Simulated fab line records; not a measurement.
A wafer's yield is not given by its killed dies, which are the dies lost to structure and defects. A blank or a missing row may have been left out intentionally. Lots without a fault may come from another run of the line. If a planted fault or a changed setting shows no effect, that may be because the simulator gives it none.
fab line records + flow nand-harc
[record]
- lots = 12
- wafers = 36
- last-day = 25
route steps=1159 shown A_CONTACT@955 A_BLC@974 END@1159
lots that met no fault: taken from a fault-free run of the same line
start-h: start of the lot's first displayed wafer, in hours after the record's first day + wait-h: hours from the lot's prior step to this one + " identical to the entry in the row above + L1.1+2: several wafers, shown together as one row + - value missing, or start not given + * or withheld: withheld + < > ~ a bound
route shown NAME@n: names a module that has steps shown in the file, with the first one's number in the route + usual: the fault-free wafers' mean and standard deviation + same: alike in all rows + chamber/n: place in a boat + sites: readings site by site + _std_site: how widely they spread, as a standard deviation + _edge_site: inner sites' mean taken away from outer sites' mean + radius-mm: how far each site lies from the wafer's centre + mask NAME#n: copy n + behind: the most recent tool/chamber to have shaped the wafer + hold: why the lot was held/for how many hours/how that ended + device: which transistor (n, p or np) failed to switch + end of line: tests of these same wafers at the route's end + for a step that has no rows: nothing shown but its recipe + killed: not the wafer's yield, but the dies lost to structure and defects at the first sort + map: per-die view of a wafer (x killed, . not killed, _ where there is no die)
set.NAME: setting as actually run; set.NAME@STEP: the setting as run at that earlier step + model.NAME: the simulator's own value behind a step, which no gauge read
steps of the route over a sample of lots; a table a step, a row a wafer
services: the hour from which a tool's chamber was out of use, counted from the record's first day as start-h (under 0 if before that day), plus the number of hours and why
[[steps]]
[step NHARC_A_CONTACT_ETCH_110]
[recipe]
- target-depth-a = 500
- overetch-a = 50
- time-s = 27.5
- ion-energy-ev = 100
- cf4-flow-sccm = 80
- o2-flow-sccm = 20
- ar-flow-sccm = 0
- rf-w = 300
- bias-w = 100
- chemistry = CF4/O2
[usual]
- drypump-motor-current-A = 5.8/0.47
- oes-product-au = 0.999/0.011
- rf-vpp-V = 198.7/1.3
- showerhead-plenum-p-Torr = 1.38/0.045
- throttle-valve-pct = 13.397/0.0083
| lot.wafer | tool        | chamber | start-h | wait-h | drypump-motor-current-A | oes-product-au | rf-hours-counter-h | rf-vpp-V | showerhead-plenum-p-Torr | throttle-valve-pct |
|-----------|-------------|---------|---------|--------|-------------------------|----------------|--------------------|----------|--------------------------|--------------------|
| L194.4    | rie-diel-09 | 1       | 388.48  | 0.1    | 6.2                     | 1.000          | 22                 | 200.7    | 1.40                     | 13.398             |
| L194.1    | "           | 2       | "       | "      | 5.9                     | 0.993          | 26                 | 197.8    | 1.42                     | 13.416             |
| L194.5    | "           | 1       | "       | "      | 6.2                     | 1.010          | -                  | 198.7    | 1.40                     | 13.401             |
| L195.3    | rie-diel-02 | 3       | 389.24  | 0.1    | 5.8                     | 0.996          | 23                 | 199.8    | 1.44                     | 13.401             |
| L195.1    | "           | 1       | "       | "      | 6.7                     | 1.012          | 22                 | 199.3    | 1.38                     | 13.394             |
| L195.6    | "           | 0       | "       | "      | 5.7                     | 0.981          | -                  | 199.4    | 1.44                     | 13.402             |
| L196.2    | rie-diel-09 | 2       | 393.22  | 0.0    | 5.8                     | 0.995          | 26                 | 199.6    | 1.42                     | 13.398             |
| L196.4    | "           | 1       | "       | "      | 6.2                     | 1.006          | 23                 | 200.2    | 1.40                     | 13.413             |
| L196.6    | "           | 2       | "       | "      | 5.9                     | 1.010          | -                  | 200.4    | 1.42                     | 13.389             |
| L200.2    | rie-diel-09 | 0       | 418.74  | 0.1    | 5.5                     | 1.003          | 32                 | 197.5    | 1.30                     | 13.405             |
| L200.5    | "           | 2       | "       | "      | 5.9                     | 0.985          | -                  | 198.8    | 1.42                     | 13.395             |
| L200.6    | "           | 3       | "       | "      | 5.1                     | 1.001          | -                  | 199.1    | 1.38                     | 13.383             |
| L202.3    | rie-diel-02 | 0       | 431.13  | 0.1    | 5.7                     | 0.977          | 26                 | 200.2    | 1.44                     | 13.401             |
| L202.2    | "           | 2       | "       | "      | 6.2                     | 1.001          | 42                 | 198.2    | 1.35                     | 13.400             |
| L202.5    | "           | 0       | "       | "      | 5.7                     | 0.977          | -                  | 200.3    | 1.44                     | 13.394             |
| L207.3    | rie-diel-09 | 3       | 461.10  | 0.0    | 5.1                     | 1.002          | 5                  | 197.9    | 1.38                     | 13.408             |
| L207.4    | "           | 1       | "       | "      | 6.2                     | 1.000          | 6                  | 198.6    | 1.40                     | 13.394             |
| L207.5    | "           | 0       | "       | "      | 5.5                     | 1.024          | -                  | 196.7    | 1.30                     | 13.394             |
| L212.1    | rie-diel-09 | 2       | 495.34  | 0.1    | 5.9                     | 0.996          | 10                 | 197.7    | 1.42                     | 13.414             |
| L212.3    | "           | 1       | "       | "      | 6.2                     | 1.000          | 11                 | 199.1    | 1.40                     | 13.388             |
| L212.6    | "           | 3       | "       | "      | 5.1                     | 0.999          | -                  | 198.5    | 1.38                     | 13.393             |
| L213.4    | rie-diel-09 | 1       | 498.94  | 0.1    | 6.2                     | 1.006          | 12                 | 198.7    | 1.40                     | 13.413             |
| L213.2    | "           | 0       | "       | "      | 5.5                     | 1.006          | 12                 | 196.6    | 1.30                     | 13.393             |
| L213.5    | "           | 1       | "       | "      | 6.2                     | 1.001          | -                  | 199.9    | 1.40                     | 13.381             |
| L214.1    | rie-diel-09 | 3       | 510.32  | 0.1    | 5.2                     | 1.004          | 14                 | 199.6    | 1.38                     | 13.398             |
| L214.3    | "           | 2       | "       | "      | 5.8                     | 0.998          | 14                 | 200.3    | 1.42                     | 13.394             |
| L214.5    | "           | 0       | "       | "      | 5.5                     | 1.013          | -                  | 195.6    | 1.30                     | 13.390             |
| L216.1    | rie-diel-02 | 2       | 515.03  | 0.1    | 6.3                     | 0.980          | 0                  | 199.2    | 1.35                     | 13.387             |
| L216.5    | "           | 0       | "       | "      | 5.7                     | 0.993          | -                  | 199.9    | 1.43                     | 13.395             |
| L216.6    | "           | 1       | "       | "      | 6.7                     | 0.997          | -                  | 198.5    | 1.37                     | 13.403             |
| L215.1    | rie-diel-09 | 3       | 520.10  | 0.1    | 5.1                     | 1.003          | 16                 | 198.7    | 1.38                     | 13.398             |
| L215.3    | "           | 0       | "       | "      | 5.5                     | 1.007          | 17                 | 196.5    | 1.30                     | 13.398             |
| L215.2    | "           | 1       | "       | "      | 6.2                     | 1.000          | 17                 | 199.7    | 1.40                     | 13.397             |
| L217.3    | rie-diel-09 | 3       | 545.51  | 0.1    | 5.1                     | 1.008          | 18                 | 198.3    | 1.38                     | 13.396             |
| L217.2    | "           | 2       | "       | "      | 5.9                     | 1.000          | 21                 | 200.7    | 1.41                     | 13.399             |
| L217.5    | "           | 3       | "       | "      | 5.1                     | 1.011          | -                  | 199.7    | 1.38                     | 13.404             |
[step NHARC_A_BLC_CD_MEAS_10]
[recipe]
- target-cd-nm = 100
- landing-energy-ev = 500
[usual]
- cd-nm = 100.2/0.63
| lot.wafer | tool      | chamber | start-h | wait-h | cd-nm |
|-----------|-----------|---------|---------|--------|-------|
| L194.1    | cd-sem-02 | 0       | 391.38  | -      | 100.2 |
| L194.4    | "         | 0       | "       | "      | 100.1 |
| L194.5    | "         | 0       | "       | "      | 100.3 |
| L195.1    | cd-sem-02 | 0       | 392.25  | -      | 100.3 |
| L195.3    | "         | 0       | "       | "      | 100.5 |
| L195.6    | "         | 0       | "       | "      | 98.7  |
| L196.2    | cd-sem-03 | 0       | 401.63  | -      | 100.8 |
| L196.4    | "         | 0       | "       | "      | 101.4 |
| L196.6    | "         | 0       | "       | "      | 101.4 |
| L200.2    | cd-sem-03 | 0       | 422.25  | -      | 99.7  |
| L200.5    | "         | 0       | "       | "      | 100.9 |
| L200.6    | "         | 0       | "       | "      | 100.2 |
| L202.2    | cd-sem-01 | 0       | 433.66  | -      | 100.5 |
| L202.3    | "         | 0       | "       | "      | 100.4 |
| L202.5    | "         | 0       | "       | "      | 100.3 |
| L207.3    | cd-sem-01 | 0       | 463.68  | -      | 99.8  |
| L207.4    | "         | 0       | "       | "      | 99.9  |
| L207.5    | "         | 0       | "       | "      | 99.9  |
| L212.1    | cd-sem-02 | 0       | 499.08  | -      | 100.0 |
| L212.3    | "         | 0       | "       | "      | 100.7 |
| L212.6    | "         | 0       | "       | "      | 100.9 |
| L213.2    | cd-sem-02 | 0       | 501.65  | -      | 100.3 |
| L213.4    | "         | 0       | "       | "      | 99.5  |
| L213.5    | "         | 0       | "       | "      | 99.9  |
| L214.1    | cd-sem-03 | 0       | 513.01  | -      | 99.8  |
| L214.3    | "         | 0       | "       | "      | 100.7 |
| L214.5    | "         | 0       | "       | "      | 100.0 |
| L216.1    | cd-sem-02 | 0       | 521.55  | -      | 99.0  |
| L216.5    | "         | 0       | "       | "      | 99.1  |
| L216.6    | "         | 0       | "       | "      | 98.6  |
| L215.1    | cd-sem-03 | 0       | 522.61  | -      | 99.6  |
| L215.2    | "         | 0       | "       | "      | 100.9 |
| L215.3    | "         | 0       | "       | "      | 99.7  |
| L217.2    | cd-sem-03 | 0       | 552.24  | -      | 100.0 |
| L217.3    | "         | 0       | "       | "      | 100.6 |
| L217.5    | "         | 0       | "       | "      | 99.6  |
[step NHARC_A_BLC_OVL_MEAS_11]
[usual]
- overlay-x-nm = -0.1/0.74
- overlay-y-nm = 0.2/0.64
| lot.wafer | tool       | chamber | start-h | wait-h | overlay-x-nm | overlay-y-nm |
|-----------|------------|---------|---------|--------|--------------|--------------|
| L194.1    | overlay-02 | -       | 391.47  | -      | -0.7         | -0.8         |
| L194.4    | "          | -       | "       | "      | -1.4         | -0.6         |
| L194.5    | "          | -       | "       | "      | -1.3         | -0.8         |
| L195.1    | overlay-01 | -       | 392.34  | -      | -1.0         | 0.4          |
| L195.3    | "          | -       | "       | "      | -0.9         | 1.2          |
| L195.6    | "          | -       | "       | "      | -1.4         | 0.9          |
| L196.2    | overlay-02 | -       | 401.72  | -      | -0.4         | -0.6         |
| L196.4    | "          | -       | "       | "      | 0.3          | 0.0          |
| L196.6    | "          | -       | "       | "      | 0.0          | -0.6         |
| L200.2    | overlay-01 | -       | 422.33  | -      | 1.0          | -0.3         |
| L200.5    | "          | -       | "       | "      | 1.9          | 0.7          |
| L200.6    | "          | -       | "       | "      | 1.6          | 0.3          |
| L202.2    | overlay-02 | -       | 433.75  | -      | -0.6         | 0.0          |
| L202.3    | "          | -       | "       | "      | -1.2         | 0.3          |
| L202.5    | "          | -       | "       | "      | -0.7         | -0.1         |
| L207.3    | overlay-02 | -       | 463.77  | -      | -0.4         | 1.1          |
| L207.4    | "          | -       | "       | "      | 0.0          | 1.2          |
| L207.5    | "          | -       | "       | "      | -0.3         | 1.2          |
| L212.1    | overlay-01 | -       | 499.17  | -      | -0.1         | -0.6         |
| L212.3    | "          | -       | "       | "      | 0.1          | -0.5         |
| L212.6    | "          | -       | "       | "      | -0.4         | -0.3         |
| L213.2    | overlay-01 | -       | 501.74  | -      | 0.7          | 0.2          |
| L213.4    | "          | -       | "       | "      | 1.0          | 0.2          |
| L213.5    | "          | -       | "       | "      | 0.9          | 0.7          |
| L214.1    | overlay-02 | -       | 513.10  | -      | -0.7         | 0.9          |
| L214.3    | "          | -       | "       | "      | -0.5         | 1.0          |
| L214.5    | "          | -       | "       | "      | -0.7         | 1.3          |
| L216.1    | overlay-02 | -       | 521.64  | -      | -0.1         | 1.0          |
| L216.5    | "          | -       | "       | "      | 0.3          | 1.2          |
| L216.6    | "          | -       | "       | "      | 0.6          | 0.8          |
| L215.1    | overlay-01 | -       | 522.70  | -      | 0.0          | 0.4          |
| L215.2    | "          | -       | "       | "      | 0.0          | 0.7          |
| L215.3    | "          | -       | "       | "      | -0.3         | 0.6          |
| L217.2    | overlay-02 | -       | 552.33  | -      | -0.6         | -0.6         |
| L217.3    | "          | -       | "       | "      | -0.9         | -0.9         |
| L217.5    | "          | -       | "       | "      | -0.9         | -0.8         |
[step NHARC_A_BLC_CVD_24]
[recipe]
- target-thk-a = 1500
- temp-c = 300
- pressure-torr = 40
- wf6-flow-sccm = 40
- h2-flow-sccm = 1600
- ar-flow-sccm = 1560
- time-s = 434
- material = W
[usual]
- heater-power-w = 488/40
- throttle-valve-pct = 8.0/0.3
| lot.wafer | tool     | chamber | start-h | wait-h | heater-power-w | throttle-valve-pct |
|-----------|----------|---------|---------|--------|----------------|--------------------|
| L194.1    | cvd-w-01 | 1       | 399.38  | -      | 439            | 7.8                |
| L194.4    | "        | 1       | "       | "      | 446            | 8.1                |
| L194.5    | "        | 1       | "       | "      | 440            | 7.8                |
| L195.1    | cvd-w-02 | 0       | 400.03  | -      | 484            | 7.4                |
| L195.3    | "        | 1       | "       | "      | 551            | 7.9                |
| L195.6    | "        | 1       | "       | "      | 546            | 7.6                |
| L196.2    | cvd-w-01 | 1       | 407.76  | -      | 436            | 8.1                |
| L196.4    | "        | 1       | "       | "      | 437            | 8.2                |
| L196.6    | "        | 0       | "       | "      | 471            | 8.1                |
| L200.2    | cvd-w-02 | 0       | 424.52  | -      | 485            | 7.6                |
| L200.5    | "        | 0       | "       | "      | 477            | 7.5                |
| L200.6    | "        | 1       | "       | "      | 545            | 7.9                |
| L202.2    | cvd-w-02 | 0       | 440.08  | -      | 481            | 7.4                |
| L202.3    | "        | 1       | "       | "      | 555            | 8.0                |
| L202.5    | "        | 0       | "       | "      | 484            | 7.5                |
| L207.3    | cvd-w-01 | 0       | 470.73  | -      | 479            | 8.5                |
| L207.4    | "        | 1       | "       | "      | 433            | 8.2                |
| L207.5    | "        | 0       | "       | "      | 496            | 8.1                |
| L212.1    | cvd-w-01 | 0       | 501.39  | -      | 468            | 8.4                |
| L212.3    | "        | 1       | "       | "      | 434            | 8.3                |
| L212.6    | "        | 0       | "       | "      | 485            | 8.5                |
| L213.2    | cvd-w-01 | 0       | 504.94  | -      | 480            | 8.6                |
| L213.4    | "        | 1       | "       | "      | 423            | 8.4                |
| L213.5    | "        | 1       | "       | "      | 429            | 8.0                |
| L214.1    | cvd-w-02 | 0       | 519.75  | -      | 484            | 7.9                |
| L214.3    | "        | 1       | "       | "      | 534            | 7.7                |
| L214.5    | "        | 1       | "       | "      | 547            | 8.1                |
| L215.2    | cvd-w-02 | 0       | 526.21  | -      | 474            | 7.9                |
| L215.1    | "        | 1       | "       | "      | 556            | 7.9                |
| L215.3    | "        | 0       | "       | "      | 480            | 7.6                |
| L216.1    | cvd-w-01 | 0       | 526.24  | -      | 484            | 8.5                |
| L216.5    | "        | 1       | "       | "      | 425            | 7.8                |
| L216.6    | "        | 0       | "       | "      | 481            | 8.6                |
| L217.2    | cvd-w-01 | 0       | 559.18  | -      | 481            | 8.5                |
| L217.3    | "        | 0       | "       | "      | 488            | 8.5                |
| L217.5    | "        | 1       | "       | "      | 431            | 8.3                |
[step NHARC_A_BLC_CMP_25]
[recipe]
- t-overpolish-s = 30
- target-thk-nm = 150
[usual]
- motor-current-A = 12.5/1.3
- overpolish-run-s = 29.999/0.0094
- slurry-flow-ml-min = 150.0/0.44
- time-to-endpoint-s = 29.3/2.4
| lot.wafer | tool   | chamber | start-h | wait-h | motor-current-A | overpolish-run-s | slurry-flow-ml-min | time-to-endpoint-s |
|-----------|--------|---------|---------|--------|-----------------|------------------|--------------------|--------------------|
| L194.4    | cmp-03 | 0       | 399.91  | 0.3    | 14.3            | 30.013           | 149.9              | 29.6               |
| L194.1    | "      | 1       | "       | "      | 13.7            | 29.997           | 150.1              | 32.4               |
| L194.5    | "      | 0       | "       | "      | 14.4            | 29.987           | 150.1              | 28.5               |
| L195.3    | cmp-02 | 1       | 400.53  | 0.4    | 12.7            | 29.995           | 150.1              | 28.4               |
| L195.1    | "      | 2       | "       | "      | 13.0            | 30.001           | 149.3              | 28.0               |
| L195.6    | "      | 1       | "       | "      | 13.7            | 29.996           | 150.0              | 26.4               |
| L196.4    | cmp-02 | 1       | 408.32  | 0.3    | 12.1            | 30.009           | 150.0              | 26.7               |
| L196.2    | "      | 2       | "       | "      | 12.7            | 30.001           | 149.7              | 30.3               |
| L196.6    | "      | 0       | "       | "      | 10.2            | 30.002           | 150.5              | 29.2               |
| L200.2    | cmp-03 | 1       | 425.07  | 0.5    | 13.4            | 30.006           | 149.4              | 53.8               |
| L200.5    | "      | 0       | "       | "      | 14.3            | 29.996           | 150.7              | 48.6               |
| L200.6    | "      | 1       | "       | "      | 14.0            | 30.003           | 150.1              | 32.8               |
| L202.3    | cmp-02 | 1       | 440.56  | 0.3    | 12.7            | 30.004           | 149.7              | 27.0               |
| L202.2    | "      | 2       | "       | "      | 13.3            | 29.990           | 150.1              | 52.4               |
| L202.5    | "      | 1       | "       | "      | 12.3            | 30.005           | 149.7              | 51.3               |
| L207.4    | cmp-03 | 3       | 471.14  | 0.3    | 11.1            | 30.002           | 150.5              | 29.3               |
| L207.3    | "      | 1       | "       | "      | 13.8            | 30.007           | 150.1              | 33.3               |
| L207.5    | "      | 3       | "       | "      | 11.2            | 30.003           | 149.9              | 30.0               |
| L212.1    | cmp-03 | 3       | 501.87  | 0.4    | 11.3            | 30.013           | 149.4              | 27.1               |
| L212.3    | "      | 1       | "       | "      | 13.7            | 30.010           | 149.9              | 33.3               |
| L212.6    | "      | 3       | "       | "      | 11.6            | 30.009           | 149.4              | 30.2               |
| L213.4    | cmp-03 | 1       | 505.49  | 0.3    | 13.1            | 29.997           | 150.0              | 32.5               |
| L213.2    | "      | 3       | "       | "      | 11.8            | 29.989           | 150.2              | 30.1               |
| L213.5    | "      | 0       | "       | "      | 14.9            | 29.998           | 150.0              | 29.3               |
| L214.1    | cmp-02 | 3       | 520.25  | 0.4    | 12.4            | 30.008           | 150.9              | 22.7               |
| L214.3    | "      | 0       | "       | "      | 10.9            | 29.990           | 149.1              | 28.5               |
| L214.5    | "      | 2       | "       | "      | 13.4            | 29.989           | 149.1              | 24.9               |
| L215.3    | cmp-01 | 0       | 526.74  | 0.3    | 12.1            | 29.986           | 150.2              | 29.0               |
| L215.1    | "      | 1       | "       | "      | 11.4            | 30.006           | 150.6              | 28.4               |
| L215.2    | "      | 2       | "       | "      | 12.7            | 30.006           | 150.3              | 28.1               |
| L216.1    | cmp-02 | 3       | 526.77  | 0.5    | 11.7            | 29.980           | 150.1              | 27.4               |
| L216.5    | "      | 0       | "       | "      | 10.3            | 29.984           | 149.5              | 30.6               |
| L216.6    | "      | 1       | "       | "      | 13.1            | 30.002           | 150.1              | 28.1               |
| L217.3    | cmp-01 | 3       | 559.65  | 0.2    | 9.7             | 29.992           | 150.6              | 32.2               |
| L217.2    | "      | 2       | "       | "      | 12.6            | 30.020           | 150.0              | 29.8               |
| L217.5    | "      | 0       | "       | "      | 12.0            | 30.001           | 150.5              | 31.6               |
[step NHARC_END_SORT_01]
[recipe]
- temp-c = 25
[usual]
- killed-at-array = 26/9
- killed-at-other = 0.8/1.2
- killed-at-periphery = 3.2/2.3
- killed-dies = 30/9.1
- killed-open = 3.5/2
- killed-short = 1.8/1.4
[same]
- gross-dies = 677
| lot.wafer | tool      | chamber | start-h | wait-h | killed-at-array | killed-at-other | killed-at-periphery | killed-dies | killed-open | killed-short |
|-----------|-----------|---------|---------|--------|-----------------|-----------------|---------------------|-------------|-------------|--------------|
| L200.2    | prober-02 | 0       | 471.37  | 2.8    | 13              | 0               | 2                   | 15          | 3           | 1            |
| L200.5    | prober-02 | 0       | 473.81  | 3.7    | 29              | 1               | 4                   | 34          | 3           | 6            |
| L200.6    | prober-02 | 0       | 474.62  | 4.1    | 19              | 0               | 6                   | 25          | 3           | 0            |
| L202.2    | prober-02 | 0       | 482.20  | 2.8    | 23              | 0               | 5                   | 28          | 4           | 0            |
| L202.3    | prober-02 | 0       | 483.00  | 3.1    | 23              | 0               | 2                   | 25          | 3           | 2            |
| L202.5    | prober-02 | 0       | 484.60  | 3.7    | 25              | 0               | 5                   | 30          | 3           | 2            |
| L213.2    | prober-02 | 0       | 543.59  | 2.8    | 35              | 1               | 4                   | 40          | 1           | 2            |
| L213.4    | prober-02 | 0       | 545.17  | 3.4    | 52              | 0               | 6                   | 58          | 9           | 2            |
| L213.5    | prober-02 | 0       | 545.96  | 3.7    | 38              | 1               | 3                   | 42          | 0           | 3            |
| L216.1    | prober-02 | 0       | 564.29  | 2.5    | 21              | 0               | 5                   | 26          | 3           | 1            |
| L216.5    | prober-02 | 0       | 567.44  | 3.7    | 22              | 0               | 5                   | 27          | 2           | 6            |
| L216.6    | prober-02 | 0       | 568.23  | 3.9    | 25              | 0               | 5                   | 30          | 7           | 3            |
// killed by level:class
L200.2 A_SLIT:chamber-film-flake=5 A_CONTACT:chamber-film-flake=3 A_CHANNEL_FILL_D1:geometric-particle:open=2 P_M1:geometric-particle:open=1 A_CHANNEL_FILL_D1:geometric-particle:short=1 P_CONTACT:chamber-film-flake=1 A_ZERO_WELL:chamber-film-flake=1 A_CHANNEL_HOLE_D1:chamber-film-flake=1
L200.5 A_SLIT:chamber-film-flake=8 A_CONTACT:chamber-film-flake=7 P_CONTACT:chamber-film-flake=4 A_CHANNEL_HOLE_D1:chamber-film-flake=3 A_CHANNEL_HOLE_D1:geometric-particle:short=2 A_WL_FILL:geometric-particle:short=2 A_M0:geometric-particle:short=2 A_M0:geometric-particle:open=2
L200.6 A_SLIT:chamber-film-flake=12 P_CONTACT:geometric-particle:open=2 P_GATE:chamber-film-flake=2 P_CONTACT:chamber-film-flake=2 A_CHANNEL_HOLE_D1:chamber-film-flake=2 A_STAIRCASE:chamber-film-flake=2 A_M0:geometric-particle:open=1 A_WL_FILL:chamber-film-flake=1
L202.2 A_SLIT:chamber-film-flake=10 A_CONTACT:chamber-film-flake=6 P_M2:chamber-film-flake=3 A_STAIRCASE:chamber-film-flake=3 P_M0:geometric-particle:open=1 A_CHANNEL_FILL_D1:geometric-particle:open=1 A_CONTACT:geometric-particle:open=1 A_M0:geometric-particle:open=1
L202.3 A_SLIT:chamber-film-flake=12 A_STAIRCASE:chamber-film-flake=4 P_M2:chamber-film-flake=2 A_CONTACT:chamber-film-flake=2 A_CHANNEL_FILL_D1:geometric-particle:short=1 A_SGD_CUT:geometric-particle:open=1 A_BLC:geometric-particle:open=1 A_M0:geometric-particle:short=1
L202.5 A_SLIT:chamber-film-flake=10 A_CONTACT:chamber-film-flake=5 A_STAIRCASE:chamber-film-flake=4 P_M2:chamber-film-flake=3 A_WL_FILL:geometric-particle:short=2 P_ZERO_WELL:chamber-film-flake=2 A_SOURCE_PLATE:geometric-particle:open=1 A_SGD_CUT:geometric-particle:open=1
L213.2 A_CHANNEL_HOLE_D1:chamber-film-flake=15 A_SLIT:chamber-film-flake=11 A_CONTACT:chamber-film-flake=4 A_STAIRCASE:chamber-film-flake=3 P_M0:geometric-particle:open=1 P_M2:geometric-particle:short=1 A_WL_FILL:geometric-particle:short=1 P_ZERO_WELL:chamber-film-flake=1
L213.4 A_CHANNEL_HOLE_D1:chamber-film-flake=20 A_SLIT:chamber-film-flake=12 A_STAIRCASE:chamber-film-flake=7 A_M0:geometric-particle:open=5 A_CONTACT:chamber-film-flake=4 A_BLC:geometric-particle:open=2 P_GATE:geometric-particle:short=1 P_M0:geometric-particle:open=1
L213.5 A_CHANNEL_HOLE_D1:chamber-film-flake=23 A_SLIT:chamber-film-flake=9 P_ZERO_WELL:chamber-film-flake=2 A_STAIRCASE:chamber-film-flake=2 A_WL_FILL:geometric-particle:short=1 A_CONTACT:geometric-particle:short=1 A_M1:geometric-particle:short=1 P_STI:chamber-film-flake=1
L216.1 A_CHANNEL_HOLE_D1:chamber-film-flake=7 A_CONTACT:chamber-film-flake=6 A_STAIRCASE:chamber-film-flake=4 P_STI:chamber-film-flake=2 A_WL_FILL:chamber-film-flake=2 P_CONTACT:geometric-particle:open=1 P_M0:geometric-particle:open=1 A_ONON_D1:geometric-particle:open=1
L216.5 A_CHANNEL_HOLE_D1:chamber-film-flake=5 A_STAIRCASE:chamber-film-flake=4 A_CONTACT:chamber-film-flake=4 A_WL_FILL:geometric-particle:short=3 P_STI:chamber-film-flake=3 P_GATE:geometric-particle:open=1 A_CHANNEL_HOLE_D1:geometric-particle:short=1 A_CHANNEL_FILL_D1:geometric-particle:short=1
L216.6 A_CHANNEL_HOLE_D1:chamber-film-flake=7 A_CONTACT:chamber-film-flake=7 A_STAIRCASE:chamber-film-flake=4 P_M0:geometric-particle:open=2 A_M1:geometric-particle:open=2 P_STI:chamber-film-flake=2 P_CONTACT:geometric-particle:open=1 A_ONON_D1:geometric-particle:short=1
[[services]]
| tool        | chamber | start-h | hours | kind   |
|-------------|---------|---------|-------|--------|
| cmp-02      | -       | 374.24  | 0.5   | repair |
| cmp-01      | -       | 375.50  | 4.0   | pm     |
| cvd-w-02    | -       | 379.78  | 13.0  | pm     |
| rie-diel-09 | 0       | 385.89  | -     | clean  |
| rie-diel-09 | 1       | 385.89  | -     | clean  |
| rie-diel-09 | 2       | 385.89  | -     | clean  |
| rie-diel-09 | 3       | 385.89  | -     | clean  |
| cmp-02      | -       | 394.81  | 0.8   | repair |
| cmp-01      | -       | 397.26  | 0.4   | repair |
| cmp-02      | -       | 422.61  | 4.0   | pm     |
| rie-diel-09 | -       | 431.10  | 9.0   | pm     |
| cmp-02      | -       | 432.13  | 1.4   | repair |
| cmp-02      | -       | 447.48  | 0.7   | repair |
| cmp-03      | -       | 451.17  | 4.0   | pm     |
| cmp-02      | -       | 468.59  | 2.0   | repair |
| cmp-01      | -       | 473.50  | 4.0   | pm     |
| cvd-w-01    | -       | 475.36  | 13.0  | pm     |
| cmp-01      | -       | 483.24  | 0.9   | repair |
| cmp-02      | -       | 495.48  | 3.9   | repair |
| rie-diel-02 | -       | 504.76  | 9.0   | pm     |
| cmp-02      | -       | 520.61  | 4.0   | pm     |
| rie-diel-09 | 3       | 529.47  | 15.0  | repair |
| cvd-w-02    | -       | 535.01  | 2.5   | repair |
| cmp-03      | -       | 549.17  | 4.0   | pm     |
[[key]]
[first-sign]
- step = NHARC_A_BLC_CMP_25
- reading = time-to-endpoint-s
- direction = up
- sigmas = 9.4
- usual = *
- struck = *
effect none on later readings
met-at NHARC_A_BLC_CVD_24
struck-lots L200,L202
struck-wafers L200.2,L200.5,L202.2,L202.5
tester-left-out L200,L202
not-acting-at NHARC_A_CONTACT_ETCH_110,NHARC_A_BLC_CD_MEAS_10,NHARC_A_BLC_OVL_MEAS_11
onset-between 400.03 424.52
[fault]
- kind = process-parameter-drift
- tool = cvd-w-02
- chamber = 0
- onset-h = 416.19
- steps = NHARC_A_BLC_CVD_24
- channel = target-thk-a
- offset = *
- shape = step
- end-h = 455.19
- acts-in = *
- stated = *
// tester-left-out: of these lots the tester's yield and bins aren't shown, on N5 and GAA mostly nor the transistor test; their killed dies are dies lost to structure and defects alone, not to doping, threshold or leakage, so they don't give the yield
